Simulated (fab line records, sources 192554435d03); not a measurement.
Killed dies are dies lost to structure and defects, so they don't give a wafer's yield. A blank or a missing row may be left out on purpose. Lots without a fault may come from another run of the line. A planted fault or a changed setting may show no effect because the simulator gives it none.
Which tool did it? | flow n5_finfet | 8 lots, 22 wafers sampled, at 7 steps of a route of 1938

WHAT THE GAUGES READ, wafer by wafer
N5_BEOL_M4_RC_MEAS_101. Usual: DIBL_N 35.8 mV/V, standard deviation 1.5; DIBL_P 35.8 mV/V, standard deviation 1.7; IOFF_N 0.151 nA/um, standard deviation 0.022; IOFF_P 0.204 nA/um, standard deviation 0.027; ION_N 673 uA/um, standard deviation 8.6; ION_P 462 uA/um, standard deviation 5.4; SS_N 71.4 mV/dec, standard deviation 0.54; SS_P 73.3 mV/dec, standard deviation 0.56; VT_N 250.5 mV, standard deviation 2.6; VT_P -251 mV, standard deviation 3.1.
lot  | measured     | on        | DIBL_N (mV/V)  | DIBL_P (mV/V)  | IOFF_N (nA/um)    | IOFF_P (nA/um)    | ION_N (uA/um) | ION_P (uA/um) | SS_N (mV/dec)  | SS_P (mV/dec)  | VT_N (mV)         | VT_P (mV)      | flag
L814 | day 8 06:47  | prober-01 | 38.2 35.8 35.6 | 37.5 35.9 35.2 | 0.189 0.159 0.153 | 0.202 0.170 0.171 | 675 684 670   | 452 457 454   | 71.7 71.4 71.3 | 74.4 73.3 73.4 | 250.0 247.6 249.0 | -250 -254 -253 |
L817 | day 9 04:58  | prober-02 | 35.3 35.8 37.2 | 37.1 37.9 39.1 | 0.145 0.164 0.180 | 0.209 0.219 0.228 | 673 684 675   | 460 470 462   | 72.4 71.9 71.2 | 73.7 73.7 74.0 | 251.0 247.8 246.9 | -248 -249 -250 |
L819 | day 9 13:22  | prober-02 | 35.3 35.6 35.8 | 34.4 34.9 35.2 | 0.133 0.142 0.139 | 0.209 0.221 0.221 | 668 658 658   | 463 460 464   | 71.6 71.7 71.1 | 73.5 73.2 72.9 | 251.0 251.5 251.9 | -248 -250 -248 |
L828 | day 11 21:58 | prober-02 | 38.2 38.3      | 39.0 38.2      | 0.188 0.175       | 0.273 0.267       | 693 670       | 474 467       | 72.0 72.2      | 73.8 74.2      | 247.0 247.9       | -245 -244      |
L830 | day 12 04:54 | prober-02 | 35.3 35.0 35.6 | 35.3 34.6 35.6 | 0.163 0.152 0.161 | 0.191 0.175 0.190 | 676 676 665   | 464 460 454   | 70.1 71.7 72.0 | 73.3 72.3 72.9 | 248.6 249.7 249.3 | -249 -254 -252 |
L829 | day 12 10:07 | prober-01 | 34.4 33.6      | 33.8 32.9      | 0.133 0.116       | 0.180 0.162       | 673 671       | 461 467       | 71.4 70.4      | 72.3 72.2      | 251.9 251.5       | -251 -252      |
L834 | day 13 08:37 | prober-02 | 37.3 37.9 36.8 | 36.4 36.9 36.5 | 0.142 0.149 0.144 | 0.227 0.240 0.223 | 665 675 667   | 462 470 467   | 72.2 71.3 71.2 | 74.1 73.2 73.3 | 252.5 251.5 251.5 | -248 -247 -249 |
L835 | day 13 09:00 | prober-01 | 35.9 35.7 35.5 | 36.2 37.0 36.0 | 0.163 0.162 0.160 | 0.224 0.232 0.228 | 680 677 685   | 471 472 468   | 71.2 71.3 70.9 | 73.9 74.4 73.7 | 248.4 247.8 250.4 | -248 -249 -251 |

N5_BEOL_M11_THK_MEAS_53: measures by xrf. Usual: M11_THK 138.1 nm, standard deviation 2.1.
lot  | measured     | on            | M11_THK (nm)      | flag
L814 | day 11 00:10 | film_metro-01 | 138.1 142.5 137.7 |
L817 | day 12 01:00 | film_metro-02 | 136.2 137.4 139.7 |
L819 | day 12 06:52 | film_metro-01 | 138.0 139.5 140.3 |
L828 | day 14 12:51 | film_metro-02 | 254.6 137.8       | OFF
L830 | day 14 19:55 | film_metro-02 | 139.6 264.9 137.2 | OFF
L829 | day 15 01:44 | film_metro-01 | 247.6 139.1       | OFF
L834 | day 15 23:01 | film_metro-01 | 135.2 138.7 134.1 |
L835 | day 15 23:14 | film_metro-01 | 140.0 141.7 136.6 |

N5_BEOL_M11_INSPECT_58: inspects for defects (darkfield). Usual: raw_defect_count 69, standard deviation 20.
lot  | measured     | on                | raw_defect_count | flag
L814 | day 11 00:19 | defect_inspect-02 | 102 114 61       |
L817 | day 12 01:09 | defect_inspect-01 | 41 49 60         |
L819 | day 12 07:01 | defect_inspect-02 | 51 65 60         |
L828 | day 14 13:00 | defect_inspect-02 | 1093 41          | OFF
L830 | day 14 20:05 | defect_inspect-02 | 94 1098 66       | OFF
L829 | day 15 01:53 | defect_inspect-02 | 1073 107         | OFF
L834 | day 15 23:12 | defect_inspect-02 | 101 93 127       |
L835 | day 15 23:23 | defect_inspect-01 | 87 84 74         |

WHICH TOOL RAN EACH LOT (tool, then ch and the chambers of the sampled wafers, then the start)
lot  | N5_BEOL_M11_DESCUM_33              | N5_BEOL_M11_VIA_ETCH_34            | N5_BEOL_M11_TRENCH_ETCH_37                    | N5_BEOL_M11_CMP_52
L814 | rie_diel-03 ch 1,2,3, day 10 21:05 | rie_diel-03 ch 1,2,3, day 10 21:18 | rie_diel-03 ch 1,2,3, day 10 23:56 or earlier | cmp-02 ch 0,2,3, day 10 23:56
L817 | rie_diel-03 ch 0,1,3, day 11 21:20 | rie_diel-03 ch 0,1,3, day 11 21:33 | rie_diel-03 ch 0,1,3, day 12 00:42 or earlier | cmp-03 ch 0,3, day 12 00:42
L819 | rie_diel-01 ch 1,2, day 12 03:37   | rie_diel-01 ch 1,2, day 12 03:49   | rie_diel-01 ch 1,2, day 12 06:38 or earlier   | cmp-03 ch 1,2,3, day 12 06:38
L828 | rie_diel-03 ch 0,3, day 14 10:11   | rie_diel-03 ch 0,3, day 14 10:23   | rie_diel-03 ch 0,3, day 14 12:34 or earlier   | cmp-03 ch 0,3, day 14 12:34
L830 | rie_diel-03 ch 1,2,3, day 14 17:11 | rie_diel-03 ch 1,2,3, day 14 17:23 | rie_diel-03 ch 1,2,3, day 14 19:37 or earlier | cmp-03 ch 0,1,3, day 14 19:37
L829 | rie_diel-03 ch 0, day 14 22:58     | rie_diel-03 ch 0, day 14 23:11     | rie_diel-03 ch 0, day 15 01:31 or earlier     | cmp-03 ch 2,3, day 15 01:31
L834 | rie_diel-01 ch 0,1,3, day 15 19:56 | rie_diel-01 ch 0,1,3, day 15 20:09 | rie_diel-01 ch 0,1,3, day 15 22:45 or earlier | cmp-04 ch 0,2,3, day 15 22:45
L835 | rie_diel-03 ch 1,2,3, day 15 20:14 | rie_diel-03 ch 1,2,3, day 15 20:27 | rie_diel-03 ch 1,2,3, day 15 22:59 or earlier | cmp-04 ch 1,2,3, day 15 22:59
- N5_BEOL_M11_DESCUM_33: chemistry O2, time 7.9 s.
- N5_BEOL_M11_VIA_ETCH_34: etches SiCOH lowk in C4F6/O2, target depth 184.5 nm, time 69.2 s.
- N5_BEOL_M11_TRENCH_ETCH_37: etches SiCOH lowk in C4F6/O2, target depth 148.83 nm, time 48 s.
- N5_BEOL_M11_CMP_52: polishes, stops on SiCOH lowk, t overpolish 7 s, target thk 140 nm.

WHAT THE TOOLS THEMSELVES READ (means of the sampled wafers that have a number; where no wafer has one, the mark that the record gives instead)
N5_BEOL_M11_DESCUM_33. Usual: bias_power_w 20.01 W, standard deviation 0.064; chamber_pressure_mTorr 19.999 mTorr, standard deviation 0.021; drypump_motor_current_A 5.9 A, standard deviation 0.35; oes_product_au 0.80 a.u., standard deviation 0.078; rf_vpp_V 242.9 V, standard deviation 1.5; showerhead_plenum_p_Torr 2.08 Torr, standard deviation 0.082; throttle_valve_pct 20.50 %, standard deviation 0.22.
lot  | tool        | bias_power_w (W) | chamber_pressure_mTorr (mTorr) | drypump_motor_current_A (A) | oes_product_au (a.u.) | rf_vpp_V (V) | showerhead_plenum_p_Torr (Torr) | throttle_valve_pct (%) | flag
L814 | rie_diel-03 | 20.05            | 20.009                         | 5.9                         | 0.75                  | 242.6        | 2.07                            | 20.40                  |
L817 | rie_diel-03 | 20.02            | 20.009                         | 5.9                         | 0.79                  | 243.1        | 2.08                            | 20.35                  |
L819 | rie_diel-01 | 20.04            | 19.996                         | 5.8                         | 0.89                  | 243.1        | 2.11                            | 20.63                  |
L828 | rie_diel-03 | 19.96            | 20.003                         | 5.7                         | 0.80                  | 244.5        | 2.16                            | 20.34                  |
L830 | rie_diel-03 | 19.99            | 19.989                         | 5.9                         | 0.82                  | 242.3        | 2.06                            | 20.31                  |
L829 | rie_diel-03 | 20.03            | 19.995                         | 5.8                         | 0.78                  | 243.7        | 2.11                            | 20.71                  |
L834 | rie_diel-01 | 19.97            | 19.983                         | 6.1                         | 0.74                  | 242.9        | 2.06                            | 20.61                  |
L835 | rie_diel-03 | 20.02            | 19.985                         | 5.9                         | 0.82                  | 242.6        | 2.06                            | 20.31                  |

N5_BEOL_M11_VIA_ETCH_34. Usual: chamber_pressure_mTorr 29.998 mTorr, standard deviation 0.025; drypump_motor_current_A 5.9 A, standard deviation 0.35; oes_product_au 0.79 a.u., standard deviation 0.079; rf_vpp_V 666 V, standard deviation 8.2; showerhead_plenum_p_Torr 2.82 Torr, standard deviation 0.11; throttle_valve_pct 20.95 %, standard deviation 0.21.
lot  | tool        | chamber_pressure_mTorr (mTorr) | drypump_motor_current_A (A) | oes_product_au (a.u.) | rf_vpp_V (V) | showerhead_plenum_p_Torr (Torr) | throttle_valve_pct (%) | flag
L814 | rie_diel-03 | 29.974                         | 5.9                         | 0.75                  | 670          | 2.81                            | 20.86                  |
L817 | rie_diel-03 | 30.005                         | 5.9                         | 0.79                  | 671          | 2.83                            | 20.78                  |
L819 | rie_diel-01 | 30.007                         | 5.8                         | 0.89                  | 671          | 2.85                            | 21.02                  |
L828 | rie_diel-03 | 29.978                         | 5.8                         | 0.79                  | 674          | 2.92                            | 20.78                  |
L830 | rie_diel-03 | 29.984                         | 5.9                         | 0.83                  | 671          | 2.80                            | 20.77                  |
L829 | rie_diel-03 | 30.002                         | 5.9                         | 0.77                  | 670          | 2.85                            | 21.11                  |
L834 | rie_diel-01 | 30.023                         | 6.1                         | 0.74                  | 657          | 2.80                            | 21.06                  |
L835 | rie_diel-03 | 30.003                         | 5.9                         | 0.81                  | 671          | 2.80                            | 20.79                  |

N5_BEOL_M11_TRENCH_ETCH_37. Usual: chamber_pressure_mTorr 29.998 mTorr, standard deviation 0.026; drypump_motor_current_A 5.9 A, standard deviation 0.36; oes_product_au 0.79 a.u., standard deviation 0.079; rf_vpp_V 666 V, standard deviation 8.1; showerhead_plenum_p_Torr 2.82 Torr, standard deviation 0.11; throttle_valve_pct 20.98 %, standard deviation 0.21.
lot  | tool        | chamber_pressure_mTorr (mTorr) | drypump_motor_current_A (A) | oes_product_au (a.u.) | rf_vpp_V (V) | showerhead_plenum_p_Torr (Torr) | throttle_valve_pct (%) | flag
L814 | rie_diel-03 | 30.015                         | 5.9                         | 0.76                  | 670          | 2.81                            | 20.88                  |
L817 | rie_diel-03 | 30.007                         | 5.9                         | 0.79                  | 670          | 2.83                            | 20.81                  |
L819 | rie_diel-01 | 29.990                         | 5.8                         | 0.90                  | 671          | 2.85                            | 21.06                  |
L828 | rie_diel-03 | 30.044                         | 5.8                         | 0.79                  | 674          | 2.92                            | 20.82                  |
L830 | rie_diel-03 | 30.018                         | 5.9                         | 0.84                  | 670          | 2.80                            | 20.81                  |
L829 | rie_diel-03 | 29.964                         | 5.8                         | 0.78                  | 671          | 2.85                            | 21.14                  |
L834 | rie_diel-01 | 29.977                         | 6.1                         | 0.74                  | 656          | 2.80                            | 21.08                  |
L835 | rie_diel-03 | 29.988                         | 5.9                         | 0.82                  | 670          | 2.80                            | 20.80                  |

N5_BEOL_M11_CMP_52. Usual: barrier_field_endpoint_s 29.0 s, standard deviation 0.75; motor_current_A 6.2 A, standard deviation 0.53; overpolish_run_s 7.000 s, standard deviation 0.01; time_to_endpoint_s 66.6 s, standard deviation 2.8.
lot  | tool   | barrier_field_endpoint_s (s) | motor_current_A (A) | overpolish_run_s (s) | time_to_endpoint_s (s) | flag
L814 | cmp-02 | 28.9                         | 6.2                 | 7.003                | 68.4                   |
L817 | cmp-03 | 28.5                         | 6.2                 | 7.004                | 64.6                   |
L819 | cmp-03 | 28.2                         | 6.2                 | 7.000                | 65.5                   |
L828 | cmp-03 | 37.8                         | 6.6                 | 3.521                | 75.7                   | OFF
L830 | cmp-03 | 35.0                         | 6.6                 | 4.679                | 72.8                   | OFF
L829 | cmp-03 | 37.6                         | 5.9                 | 3.519                | 74.4                   | OFF
L834 | cmp-04 | 29.8                         | 5.6                 | 7.005                | 67.4                   |
L835 | cmp-04 | 29.7                         | 5.9                 | 6.990                | 69.0                   |

THE ANSWER, worked out from the rows above alone
Rule: a lot is off if the mean of its wafers that have a number lies more than 3 standard deviations from the usual mean. A lot without any number at a reading at which 4 lots or more have one is off too. The other lots that the step has rows for count as sound. The gauges are gone through in route order, then the tools' own readings, and for those a lot's mean is taken as printed above. The first step at which some lot is off is used, and at that step the reading that is off furthest; a lot without a number counts as furthest.
Off: L828, L830, L829, at N5_BEOL_M11_THK_MEAS_53 (M11_THK).
A tool fits if, at a process step before that reading, it ran every lot that is off, and no sound lot after the first of them. The gauges at N5_BEOL_M11_THK_MEAS_53 aren't tried: what is off there is off at N5_BEOL_M11_INSPECT_58 too, on other tools, and a gauge's error can't cause that. N5_BEOL_M11_TRENCH_ETCH_37 gives no start for some lots, so the hours and the order of its lots are those of N5_BEOL_M11_CMP_52. One fits: cmp-03 at N5_BEOL_M11_CMP_52. Its last sound lot is L819 (day 12 06:38), its first lot that is off L828 (day 14 12:34): a fault that began between those two fits.
The tool's own readings at N5_BEOL_M11_CMP_52 bear it out: on the lots that are off they differ by more than 5 times the standard deviation of the sound lots' means. barrier_field_endpoint_s reads 36.8 s there against 29.0 s on the sound lots; overpolish_run_s reads 3.906 s there against 7.000 s on the sound lots.

WHAT THE SIMULATOR HAD PUT IN
Process parameter drift: cmp-03, from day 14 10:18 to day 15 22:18, at N5_BEOL_M11_CMP_52. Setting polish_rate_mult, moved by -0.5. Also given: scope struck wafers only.
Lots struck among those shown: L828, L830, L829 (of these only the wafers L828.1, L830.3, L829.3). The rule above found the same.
